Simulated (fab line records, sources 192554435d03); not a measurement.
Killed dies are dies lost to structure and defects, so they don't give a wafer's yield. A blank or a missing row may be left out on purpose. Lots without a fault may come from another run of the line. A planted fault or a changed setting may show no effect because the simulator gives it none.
Which tool did it? | flow n5_finfet | 24 lots, 72 wafers sampled, at 6 steps of a route of 1938

WHAT THE GAUGES READ, wafer by wafer
The record holds no reading of a measuring or inspecting step that can be judged against a usual standard deviation.

WHICH TOOL RAN EACH LOT (tool, then ch and the chambers of the sampled wafers, then the start)
lot  | N5_BEOL_M0_SAQP_STRIP_108          | N5_BEOL_M0_SAQP_ALD_48            | N5_BEOL_M0_DEGAS_112         | N5_BEOL_M0_ANNEAL_119            | N5_BEOL_M0_CMP_120            | N5_BEOL_M1_HM_DEP_02
L074 | rie_diel-06 ch 0,1,3, day 5 15:38  | ald_sin-04 ch 0,1,2, day 5 17:32  | pvd_sputter-03, day 5 20:21  | rtp_anneal-01 ch 0, day 5 21:39  | cmp-01 ch 0,2,3, day 5 21:54  | pvd_sputter-02, day 6 00:07
L075 | rie_diel-05 ch 0,1,2, day 5 23:14  | ald_sin-01 ch 0,3, day 6 01:14    | pvd_sputter-03, day 6 06:44  | rtp_anneal-02 ch 0, day 6 08:24  | cmp-02 ch 0,2,3, day 6 08:44  | pvd_sputter-02, day 6 10:46
L076 | rie_diel-01 ch 0,1,2, day 6 03:35  | ald_sin-04 ch 0,1,3, day 6 05:30  | pvd_sputter-03, day 6 11:47  | rtp_anneal-02 ch 0, day 6 14:25  | cmp-01 ch 0,3, day 6 14:40    | pvd_sputter-02, day 6 17:13
L077 | rie_diel-06 ch 1,2,3, day 6 06:05  | ald_sin-01 ch 1,2, day 6 08:19    | pvd_sputter-01, day 6 11:17  | rtp_anneal-02 ch 0, day 6 12:30  | cmp-02 ch 1,2, day 6 12:47    | pvd_sputter-01, day 6 14:23
L078 | rie_diel-06 ch 2,3, day 6 14:07    | ald_sin-02 ch 1,2, day 6 15:56    | pvd_sputter-01, day 6 19:28  | rtp_anneal-02 ch 0, day 6 20:58  | cmp-03 ch 0,2,3, day 6 21:17  | pvd_sputter-03, day 7 01:29
L079 | rie_diel-06 ch 2,3, day 6 21:00    | ald_sin-02 ch 0,2, day 6 23:07    | pvd_sputter-02, day 7 02:52  | rtp_anneal-01 ch 0, day 7 05:46  | cmp-02 ch 0,3, day 7 06:01    | pvd_sputter-01, day 7 08:55
L080 | rie_diel-05 ch 2,3, day 7 06:05    | ald_sin-02 ch 0,1,2, day 7 07:47  | pvd_sputter-01, day 7 13:39  | rtp_anneal-01 ch 0, day 7 15:11  | cmp-01 ch 1,2,3, day 7 15:32  | pvd_sputter-01, day 7 16:43
L081 | rie_diel-06 ch 0,3, day 7 10:10    | ald_sin-04 ch 2,3, day 7 11:52    | pvd_sputter-01, day 7 16:26  | rtp_anneal-01 ch 0, day 7 18:02  | cmp-01 ch 0,3, day 7 18:17    | pvd_sputter-01, day 7 21:38
L082 | rie_diel-05 ch 0,1,2, day 7 12:41  | ald_sin-04 ch 0,2,3, day 7 15:10  | pvd_sputter-02, day 7 18:41  | rtp_anneal-01 ch 0, day 7 20:21  | cmp-03 ch 0,1,3, day 7 20:38  | pvd_sputter-01, day 7 21:50
L083 | rie_diel-06 ch 0,2,3, day 7 20:02  | ald_sin-02 ch 1,2,3, day 7 21:43  | pvd_sputter-03, day 8 03:29  | rtp_anneal-02 ch 0, day 8 06:33  | cmp-03 ch 0,2,3, day 8 06:53  | pvd_sputter-03, day 8 09:27
L084 | rie_diel-06 ch 0,2, day 8 04:43    | ald_sin-01 ch 0,2,3, day 8 07:43  | pvd_sputter-01, day 8 11:19  | rtp_anneal-02 ch 0, day 8 13:27  | cmp-02 ch 1,2,3, day 8 13:44  | pvd_sputter-01, day 8 14:58
L085 | rie_diel-01 ch 0,2,3, day 8 06:42  | ald_sin-04 ch 0,2,3, day 8 08:52  | pvd_sputter-03, day 8 15:49  | rtp_anneal-01 ch 0, day 8 17:59  | cmp-01 ch 1,2,3, day 8 18:16  | pvd_sputter-02, day 8 23:10
L086 | rie_diel-01 ch 0,1,3, day 8 18:18  | ald_sin-04 ch 0,2,3, day 8 20:23  | pvd_sputter-02, day 8 23:48  | rtp_anneal-01 ch 0, day 9 01:05  | cmp-01 ch 0,1,2, day 9 01:23  | pvd_sputter-02, day 9 03:37
L087 | rie_diel-06 ch 0,2, day 8 21:29    | ald_sin-01 ch 0,2,3, day 8 23:26  | pvd_sputter-02, day 9 03:43  | rtp_anneal-02 ch 0, day 9 05:09  | cmp-03 ch 2,3, day 9 05:26    | pvd_sputter-01, day 9 06:54
L088 | rie_diel-01 ch 1,2, day 9 02:44    | ald_sin-02 ch 0,1,3, day 9 05:01  | pvd_sputter-01, day 9 09:35  | rtp_anneal-02 ch 0, day 9 10:46  | cmp-01 ch 1,2, day 9 11:01    | pvd_sputter-03, day 9 13:01
L089 | rie_diel-05 ch 1,2,3, day 9 10:41  | ald_sin-01 ch 0,2,3, day 9 12:44  | pvd_sputter-02, day 9 16:28  | rtp_anneal-01 ch 0, day 9 17:52  | cmp-02 ch 0,1,2, day 9 18:10  | pvd_sputter-02, day 9 19:41
L090 | rie_diel-06 ch 1,2,3, day 9 16:57  | ald_sin-01 ch 0,2,3, day 9 19:21  | pvd_sputter-01, day 9 22:35  | rtp_anneal-01 ch 0, day 9 23:43  | cmp-02 ch 0,1,3, day 10 00:03 | pvd_sputter-02, day 10 01:48
L091 | rie_diel-05 ch 0,2,3, day 9 19:17  | ald_sin-04 ch 1,2,3, day 9 21:01  | pvd_sputter-02, day 10 04:20 | rtp_anneal-01 ch 0, day 10 06:00 | cmp-02 ch 0,2, day 10 06:17   | pvd_sputter-01, day 10 09:23
L092 | rie_diel-01 ch 1,2, day 9 22:10    | ald_sin-02 ch 2,3, day 9 23:57    | pvd_sputter-01, day 10 03:38 | rtp_anneal-01 ch 0, day 10 05:26 | cmp-02 ch 0,3, day 10 05:38   | pvd_sputter-03, day 10 06:52
L093 | rie_diel-01 ch 0,1,3, day 10 05:26 | ald_sin-04 ch 0,1,3, day 10 07:26 | pvd_sputter-01, day 10 10:23 | rtp_anneal-02 ch 0, day 10 12:22 | cmp-02 ch 1,2, day 10 12:52   | pvd_sputter-02, day 10 13:55
L094 | rie_diel-01 ch 0,2, day 10 21:44   | ald_sin-04 ch 1,2,3, day 11 00:00 | pvd_sputter-01, day 11 03:44 | rtp_anneal-02 ch 0, day 11 05:12 | cmp-02 ch 0,3, day 11 05:25   | pvd_sputter-03, day 11 06:48
L095 | rie_diel-01 ch 2,3, day 11 02:10   | ald_sin-01 ch 0,1,2, day 11 04:23 | pvd_sputter-03, day 11 07:37 | rtp_anneal-01 ch 0, day 11 11:55 | cmp-03 ch 0,1, day 11 12:40   | pvd_sputter-03, day 11 15:31
L096 | rie_diel-05 ch 1,2, day 11 03:52   | ald_sin-02 ch 0,1,2, day 11 05:58 | pvd_sputter-01, day 11 12:17 | rtp_anneal-02 ch 0, day 11 13:53 | cmp-03 ch 0,1,2, day 11 14:16 | pvd_sputter-03, day 11 15:56
L097 | rie_diel-01 ch 0,2,3, day 11 09:16 | ald_sin-01 ch 0,1,2, day 11 11:10 | pvd_sputter-03, day 11 16:55 | rtp_anneal-02 ch 0, day 11 18:34 | cmp-02 ch 0,1,3, day 11 18:52 | pvd_sputter-03, day 11 22:38
- N5_BEOL_M0_SAQP_STRIP_108: strips in N2/H2.
- N5_BEOL_M0_SAQP_ALD_48: deposits SiO2, target thk 20 nm, pulse time 1 s, co reactant pulse time 1 s.
- N5_BEOL_M0_DEGAS_112: time 60 s.
- N5_BEOL_M0_ANNEAL_119: time 90 s.
- N5_BEOL_M0_CMP_120: polishes, stops on SiOC, t overpolish 6.9 s.
- N5_BEOL_M1_HM_DEP_02: deposits TiN, target thk 20 nm.

WHAT THE TOOLS THEMSELVES READ (means of the sampled wafers that have a number; where no wafer has one, the mark that the record gives instead)
N5_BEOL_M0_SAQP_STRIP_108.
lot  | tool        | chamber_pressure_mTorr (mTorr) | drypump_motor_current_A (A) | n2_flow_sccm (sccm) | oes_product_au (a.u.) | rf_vpp_V (V) | showerhead_plenum_p_Torr (Torr) | throttle_valve_pct (%)
L074 | rie_diel-06 | 49.99                          | 5.49                        | 299.2               | 0.77                  | 121.8        | 3.41                            | 19.0
L075 | rie_diel-05 | 49.97                          | 5.65                        | 299.6               | 0.82                  | 122.2        | 3.45                            | 19.1
L076 | rie_diel-01 | 49.92                          | 5.78                        | 300.4               | 0.69                  | 122.0        | 3.42                            | 19.6
L077 | rie_diel-06 | 50.02                          | 5.39                        | 300.0               | 0.76                  | 122.2        | 3.36                            | 18.9
L078 | rie_diel-06 | 50.01                          | 5.49                        | 299.9               | 0.77                  | 121.1        | 3.33                            | 19.0
L079 | rie_diel-06 | 49.98                          | 5.47                        | 299.4               | 0.77                  | 122.0        | 3.33                            | 19.0
L080 | rie_diel-05 | 49.96                          | 5.56                        | 299.9               | 0.75                  | 121.9        | 3.35                            | 18.9
L081 | rie_diel-06 | 50.02                          | 5.69                        | 301.3               | 0.76                  | 122.1        | 3.42                            | 19.2
L082 | rie_diel-05 | 49.99                          | 5.65                        | 299.2               | 0.81                  | 121.8        | 3.45                            | 19.1
L083 | rie_diel-06 | 50.04                          | 5.58                        | 300.1               | 0.76                  | 122.2        | 3.38                            | 19.1
L084 | rie_diel-06 | 49.98                          | 5.66                        | 299.7               | 0.72                  | 122.3        | 3.40                            | 19.0
L085 | rie_diel-01 | 50.01                          | 5.71                        | 299.5               | 0.77                  | 122.2        | 3.41                            | 19.1
L086 | rie_diel-01 | 50.03                          | 5.95                        | 300.2               | 0.78                  | 121.9        | 3.46                            | 19.3
L087 | rie_diel-06 | 50.04                          | 5.66                        | 299.2               | 0.71                  | 122.5        | 3.39                            | 19.0
L088 | rie_diel-01 | 49.98                          | 5.50                        | 299.5               | 0.69                  | 122.2        | 3.37                            | 19.3
L089 | rie_diel-05 | 50.01                          | 5.47                        | 299.9               | 0.78                  | 122.6        | 3.38                            | 19.0
L090 | rie_diel-06 | 50.03                          | 5.41                        | 299.6               | 0.82                  | 122.3        | 3.35                            | 18.8
L091 | rie_diel-05 | 50.02                          | 5.71                        | 300.3               | 0.75                  | 122.2        | 3.40                            | 19.1
L092 | rie_diel-01 | 50.02                          | 5.73                        | 300.0               | 0.67                  | 121.8        | 3.41                            | 19.6
L093 | rie_diel-01 | 50.02                          | 5.95                        | 300.7               | 0.76                  | 122.3        | 3.45                            | 19.4
L094 | rie_diel-01 | 50.01                          | 5.84                        | 300.9               | 0.79                  | 121.8        | 3.40                            | 19.3
L095 | rie_diel-01 | 50.03                          | 5.60                        | 299.7               | 0.71                  | 122.4        | 3.41                            | 18.8
L096 | rie_diel-05 | 50.01                          | 5.47                        | 299.9               | 0.81                  | 121.3        | 3.41                            | 19.3
L097 | rie_diel-01 | 49.97                          | 5.70                        | 300.1               | 0.74                  | 122.0        | 3.40                            | 19.1

N5_BEOL_M0_SAQP_ALD_48.
lot  | tool       | heater_power_outer_w (W) | heater_power_w (W) | precursor_pulse_height_rel
L074 | ald_sin-04 | 43                       | 82                 | 0.984
L075 | ald_sin-01 | 39                       | 79                 | 1.015
L076 | ald_sin-04 | 40                       | 75                 | 0.996
L077 | ald_sin-01 | 47                       | 89                 | 0.989
L078 | ald_sin-02 | 40                       | 81                 | 1.017
L079 | ald_sin-02 | 35                       | 67                 | 1.001
L080 | ald_sin-02 | 36                       | 72                 | 1.015
L081 | ald_sin-04 | 44                       | 83                 | 1.014
L082 | ald_sin-04 | 43                       | 80                 | 1.004
L083 | ald_sin-02 | 39                       | 78                 | 0.984
L084 | ald_sin-01 | 44                       | 84                 | 1.006
L085 | ald_sin-04 | 43                       | 81                 | 0.982
L086 | ald_sin-04 | 43                       | 81                 | 0.999
L087 | ald_sin-01 | 44                       | 84                 | 1.001
L088 | ald_sin-02 | 38                       | 76                 | 1.001
L089 | ald_sin-01 | 44                       | 84                 | 0.994
L090 | ald_sin-01 | 44                       | 84                 | 0.986
L091 | ald_sin-04 | 41                       | 77                 | 1.000
L092 | ald_sin-02 | 37                       | 71                 | 1.004
L093 | ald_sin-04 | 40                       | 76                 | 0.988
L094 | ald_sin-04 | 41                       | 79                 | 1.000
L095 | ald_sin-01 | 46                       | 87                 | 1.000
L096 | ald_sin-02 | 37                       | 74                 | 1.016
L097 | ald_sin-01 | 46                       | 88                 | 1.006

N5_BEOL_M0_DEGAS_112.
lot  | tool           | heater_power_w (W)
L074 | pvd_sputter-03 | 351
L075 | pvd_sputter-03 | 384
L076 | pvd_sputter-03 | 351
L077 | pvd_sputter-01 | 315
L078 | pvd_sputter-01 | 296
L079 | pvd_sputter-02 | 341
L080 | pvd_sputter-01 | 303
L081 | pvd_sputter-01 | 291
L082 | pvd_sputter-02 | 340
L083 | pvd_sputter-03 | 335
L084 | pvd_sputter-01 | 295
L085 | pvd_sputter-03 | 375
L086 | pvd_sputter-02 | 365
L087 | pvd_sputter-02 | 368
L088 | pvd_sputter-01 | 276
L089 | pvd_sputter-02 | 336
L090 | pvd_sputter-01 | 298
L091 | pvd_sputter-02 | 366
L092 | pvd_sputter-01 | 310
L093 | pvd_sputter-01 | 297
L094 | pvd_sputter-01 | 305
L095 | pvd_sputter-03 | 353
L096 | pvd_sputter-01 | 290
L097 | pvd_sputter-03 | 355

N5_BEOL_M0_ANNEAL_119.
lot  | tool          | wafer_temp_C_max
L074 | rtp_anneal-01 | 225.49
L075 | rtp_anneal-02 | 225.75
L076 | rtp_anneal-02 | 225.87
L077 | rtp_anneal-02 | 225.65
L078 | rtp_anneal-02 | 226.04
L079 | rtp_anneal-01 | 225.53
L080 | rtp_anneal-01 | 225.76
L081 | rtp_anneal-01 | 225.83
L082 | rtp_anneal-01 | 225.55
L083 | rtp_anneal-02 | 225.94
L084 | rtp_anneal-02 | 225.83
L085 | rtp_anneal-01 | 225.55
L086 | rtp_anneal-01 | 225.81
L087 | rtp_anneal-02 | 225.67
L088 | rtp_anneal-02 | 225.82
L089 | rtp_anneal-01 | 225.86
L090 | rtp_anneal-01 | 225.59
L091 | rtp_anneal-01 | 225.61
L092 | rtp_anneal-01 | 225.63
L093 | rtp_anneal-02 | 225.56
L094 | rtp_anneal-02 | 225.53
L095 | rtp_anneal-01 | 225.66
L096 | rtp_anneal-02 | 225.86
L097 | rtp_anneal-02 | 226.05

N5_BEOL_M0_CMP_120.
lot  | tool   | barrier_field_endpoint_s (s) | motor_current_A (A) | overpolish_run_s (s) | pad_life_wafers | time_to_endpoint_s (s)
L074 | cmp-01 | 3.67                         | 6.0                 | 6.912                | 1135            | 66
L075 | cmp-02 | 3.50                         | 6.0                 | 6.896                | 2               | 64
L076 | cmp-01 | 3.70                         | 6.4                 | 6.902                | 1266            | 61
L077 | cmp-02 | 3.70                         | 5.1                 | 6.896                | 26              | 62
L078 | cmp-03 | 3.69                         | 5.5                 | 6.902                | 428             | 63
L079 | cmp-02 | 3.63                         | 6.5                 | 6.902                | 156             | 60
L080 | cmp-01 | 3.64                         | 5.8                 | 6.895                | 1491            | 60
L081 | cmp-01 | 3.53                         | 6.5                 | 6.907                | 1519            | 60
L082 | cmp-03 | 3.81                         | 5.7                 | 6.898                | 631             | 66
L083 | cmp-03 | 3.70                         | 5.3                 | 6.906                | 722             | 64
L084 | cmp-02 | 3.75                         | 5.6                 | 6.890                | 356             | 59
L085 | cmp-01 | 3.52                         | 5.7                 | 6.899                | 1712            | 63
L086 | cmp-01 | 3.59                         | 5.7                 | 6.899                | 1765            | 56
L087 | cmp-03 | 3.47                         | 5.8                 | 6.903                | 918             | 61
L088 | cmp-01 | 3.66                         | 5.2                 | 6.911                | 1860            | 59
L089 | cmp-02 | 3.51                         | 5.4                 | 6.907                | 583             | 58
L090 | cmp-02 | 3.40                         | 6.1                 | 6.917                | 644             | 58
L091 | cmp-02 | 3.41                         | 5.7                 | 6.895                | 721             | 62
L092 | cmp-02 | 3.52                         | 6.2                 | 6.898                | 715             | 62
L093 | cmp-02 | 3.50                         | 5.0                 | 6.893                | 786             | 64
L094 | cmp-02 | 3.51                         | 6.4                 | 6.907                | 938             | 56
L095 | cmp-03 | 3.41                         | 5.6                 | 6.904                | 1496            | 60
L096 | cmp-03 | 3.60                         | 6.2                 | 6.897                | 1532            | 62
L097 | cmp-02 | 3.54                         | 6.0                 | 6.893                | 1064            | 59

N5_BEOL_M1_HM_DEP_02.
lot  | tool           | throttle_valve_pct (%)
L074 | pvd_sputter-02 | 30.8
L075 | pvd_sputter-02 | 30.2
L076 | pvd_sputter-02 | 31.5
L077 | pvd_sputter-01 | 30.7
L078 | pvd_sputter-03 | 29.9
L079 | pvd_sputter-01 | 29.8
L080 | pvd_sputter-01 | 30.8
L081 | pvd_sputter-01 | 29.8
L082 | pvd_sputter-01 | 30.2
L083 | pvd_sputter-03 | 30.3
L084 | pvd_sputter-01 | 30.7
L085 | pvd_sputter-02 | 30.3
L086 | pvd_sputter-02 | 30.5
L087 | pvd_sputter-01 | 30.0
L088 | pvd_sputter-03 | 30.3
L089 | pvd_sputter-02 | 30.8
L090 | pvd_sputter-02 | 30.0
L091 | pvd_sputter-01 | 29.5
L092 | pvd_sputter-03 | 29.3
L093 | pvd_sputter-02 | 29.9
L094 | pvd_sputter-03 | 30.4
L095 | pvd_sputter-03 | 30.3
L096 | pvd_sputter-03 | 30.2
L097 | pvd_sputter-03 | 30.4

THE ANSWER, worked out from the rows above alone
Rule: what is usual is taken from the lots themselves. Put in order of their means at a reading, lots are off if they are a third of the lots or fewer, leave a main group of 4 or more, and stand apart from it by a gap of 3 or more times the standard deviation of the main group's means; of several such gaps the widest counts. A main group whose means are all the same, to the digits that the tables above print for the reading, isn't used. A lot without any number at a reading at which 4 lots or more have one is off too. The other lots that the step has rows for count as sound. The gauges are gone through in route order, then the tools' own readings, and for those a lot's mean is taken as printed above. The first step at which some lot is off is used, and at that step the reading that is off furthest; a lot without a number counts as furthest.
No lot is off at any reading shown: from this, nothing can be told.

WHAT THE SIMULATOR HAD PUT IN
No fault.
